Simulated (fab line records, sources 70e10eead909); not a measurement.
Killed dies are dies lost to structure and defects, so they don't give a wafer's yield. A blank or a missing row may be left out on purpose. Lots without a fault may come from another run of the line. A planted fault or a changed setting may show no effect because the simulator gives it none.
One fault seen from 2 desks | flow nand_harc | each desk has only its own numbers; what lay behind them comes last

THE METROLOGY DESK
What the gauges read, lot by lot, whatever tool the lot ran on: means of the sampled wafers that have a number. A lot is out of limits, marked OUT, if its mean lies more than 4 standard deviations from the usual mean; the brackets give that distance.
Columns: A = thk_nm at NHARC_THIN_TSV_THK_MEAS_02, usual 2947 nm
lot  | first seen here | A
L112 | day 24 13:41    | 2865
L115 | day 24 14:53    | 3170
L117 | day 26 09:47    | 2814
L120 | day 26 10:59    | 2926
L118 | day 26 15:56    | 2745
L121 | day 27 10:52    | 3132
L122 | day 27 16:51    | 2857
L123 | day 27 22:26    | 2656
L124 | day 28 17:59    | 2859
L129 | day 31 06:01    | 3315
L133 | day 32 11:33    | 2964
L134 | day 33 03:15    | 2974
This desk's finding: nothing out of limits on any of the 12 lots.

THE TOOL OWNER'S DESK: krf_scanner-04
The tool's own readings at NHARC_THIN_TSV_EXPOSE_09 (exposes mask TSV): means of the sampled wafers that have a number, for each lot that ran on this tool. A lot is out of limits, marked OUT, if its mean lies more than 4 standard deviations from the usual mean; the brackets give that distance.
Columns: A = exposure_dose_mJ_cm2 at NHARC_THIN_TSV_EXPOSE_09, usual 30.702; B = focus_offset_nm at NHARC_THIN_TSV_EXPOSE_09, usual 0.1 nm
lot  | first seen here | A                | B
L117 | day 26 10:42    | 30.728           | 1.1
L120 | day 26 11:44    | 30.705           | 0.1
L118 | day 26 16:42    | 30.667           | -0.1
L121 | day 27 11:46    | 30.712           | 0.4
L129 | day 31 06:58    | 27.968 (-94) OUT | -0.6
L133 | day 32 12:27    | 28.531 (-75) OUT | 0.0
This desk's finding: out of limits on L129, L133; first on L129, day 31 06:58 (exposure_dose_mJ_cm2 at NHARC_THIN_TSV_EXPOSE_09). In limits: L117, L120, L118, L121.

PUT TOGETHER
The tool owner's desk could have raised an alarm at day 31 06:58, on L129, L133.
The metrology desk saw nothing out of limits.
The metrology desk has L129, L133 on record, within its limits.
Of the lots named, all ran NHARC_THIN_TSV_EXPOSE_09 on krf_scanner-04.

WHAT THE SIMULATOR HAD PUT IN
Process parameter drift: krf_scanner-04, from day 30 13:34 on, at NHARC_THIN_TSV_EXPOSE_09. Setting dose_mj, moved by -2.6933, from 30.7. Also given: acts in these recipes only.
Lots struck among those shown: L129, L133.
Hours from the fault's start to each desk's first reading out of limits: the tool owner's desk, 17.
